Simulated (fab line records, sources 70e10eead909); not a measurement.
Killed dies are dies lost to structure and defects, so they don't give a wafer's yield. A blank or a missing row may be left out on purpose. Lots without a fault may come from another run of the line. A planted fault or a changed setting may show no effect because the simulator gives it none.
Chamber matching | flow nand_harc | NHARC_A_CONTACT_DESCUM_74 on rie_diel-06: 4 sister chambers
The step chemistry O2, time 3 s. 4 wafers are shown with their chamber, then 11 later ones without.

WAFERS WITH THEIR CHAMBER
wafer  | chamber | showerhead_plenum_p_Torr (Torr)
L082.5 | 1       | 1.88
L088.4 | 3       | 1.95
L088.5 | 2       | 1.88
L090.1 | 0       | 1.85

WAFERS WITHOUT THEIR CHAMBER
wafer  | showerhead_plenum_p_Torr (Torr)
L090.3 | 1.88
L090.5 | 1.88
L091.1 | 1.88
L091.2 | 1.85
L091.5 | 1.88
L094.1 | 1.88
L094.3 | 1.85
L094.6 | 1.88
L097.3 | 1.88
L097.4 | 1.94
L097.5 | 1.88

WHICH CHAMBER EACH WENT THROUGH
wafer  | from the rows above     | in truth
L090.3 | can't be placed: 1 or 2 | 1
L090.5 | can't be placed: 1 or 2 | 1
L091.1 | can't be placed: 1 or 2 | 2
L091.2 | 0                       | 0
L091.5 | can't be placed: 1 or 2 | 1
L094.1 | can't be placed: 1 or 2 | 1
L094.3 | 0                       | 0
L094.6 | can't be placed: 1 or 2 | 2
L097.3 | can't be placed: 1 or 2 | 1
L097.4 | 3                       | 3
L097.5 | can't be placed: 1 or 2 | 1
Placed correctly: 3 of 11. Can't be placed from these rows: 8 (the true chamber is among the candidates in 8). Placed wrongly: 0.
How it was worked out, from the rows above alone: a wafer's distance from a chamber is the root of the sum, over the readings, of the square of ((its reading less the chamber's mean) divided by the reading's scatter). The wafer belongs to the nearest chamber; if the next one is less than 2 further off, it can't be placed. A chamber's mean is the mean of its shown wafers. The scatter: with one shown wafer a chamber, the root of the mean of the squares of how far each hidden wafer lies from its nearest shown one.
